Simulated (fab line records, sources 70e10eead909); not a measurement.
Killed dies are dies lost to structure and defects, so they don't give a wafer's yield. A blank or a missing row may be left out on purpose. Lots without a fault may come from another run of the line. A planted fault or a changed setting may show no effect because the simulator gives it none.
Chamber matching | flow nand_harc | NHARC_A_STAIRCASE_CMP_450 on cmp-01: 4 sister chambers
The step polishes SiO2, target thk 200 nm. 24 wafers are shown with their chamber, then 12 later ones without.

WAFERS WITH THEIR CHAMBER
wafer  | chamber | motor_current_A (A)
L076.1 | 0       | 10.5
L076.2 | 1       | 12.0
L076.3 | 2       | 11.0
L076.4 | 3       | 12.7
L076.5 | 0       | 11.0
L076.6 | 3       | 13.2
L078.1 | 0       | 9.7
L078.2 | 3       | 12.9
L078.5 | 3       | 12.4
L080.1 | 2       | 11.8
L080.4 | 0       | 10.7
L080.6 | 2       | 11.4
L080.2 | 1       | 11.8
L080.3 | 3       | 13.2
L080.5 | 3       | 12.8
L083.2 | 1       | 11.6
L083.5 | 3       | 12.4
L083.6 | 2       | 11.1
L081.1 | 0       | 10.5
L081.2 | 1       | 12.1
L081.5 | 0       | 10.5
L085.1 | 0       | 10.4
L085.5 | 2       | 11.3
L085.6 | 1       | 11.9

SIGNATURES (means of the wafers above)
reading         | chamber 0 | chamber 1 | chamber 2 | chamber 3 | scatter within a chamber
motor_current_A | 10.471    | 11.880    | 11.320    | 12.800    | 0.326
Rule: a wafer's distance from a chamber is the root of the sum, over the readings, of the square of ((its reading less the chamber's mean) divided by the reading's scatter). The wafer belongs to the nearest chamber; if the next one is less than 2 further off, it can't be placed. The scatter: the root of (the sum of the squares of (reading less its chamber's mean) over the shown wafers, divided by (wafers less chambers)).

WAFERS WITHOUT THEIR CHAMBER
wafer  | motor_current_A (A)
L092.1 | 11.0
L092.3 | 11.0
L092.5 | 11.9
L097.1 | 12.1
L097.2 | 11.1
L097.6 | 12.7
L096.2 | 11.9
L096.3 | 11.6
L096.5 | 12.1
L096.1 | 10.8
L096.4 | 13.1
L096.6 | 11.9

WHICH CHAMBER EACH WENT THROUGH
wafer  | from the rows above          | in truth
L092.1 | can't be placed: 2 or 0 or 1 | 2
L092.3 | can't be placed: 2 or 0 or 1 | 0
L092.5 | can't be placed: 1 or 2      | 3
L097.1 | can't be placed: 1 or 3 or 2 | 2
L097.2 | can't be placed: 2 or 0 or 1 | 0
L097.6 | 3                            | 3
L096.2 | can't be placed: 1 or 2      | 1
L096.3 | can't be placed: 2 or 1      | 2
L096.5 | can't be placed: 1 or 3 or 2 | 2
L096.1 | can't be placed: 0 or 2      | 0
L096.4 | 3                            | 3
L096.6 | can't be placed: 1 or 2      | 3
Placed correctly: 2 of 12. Can't be placed from these rows: 10 (the true chamber is among the candidates in 8). Placed wrongly: 0.
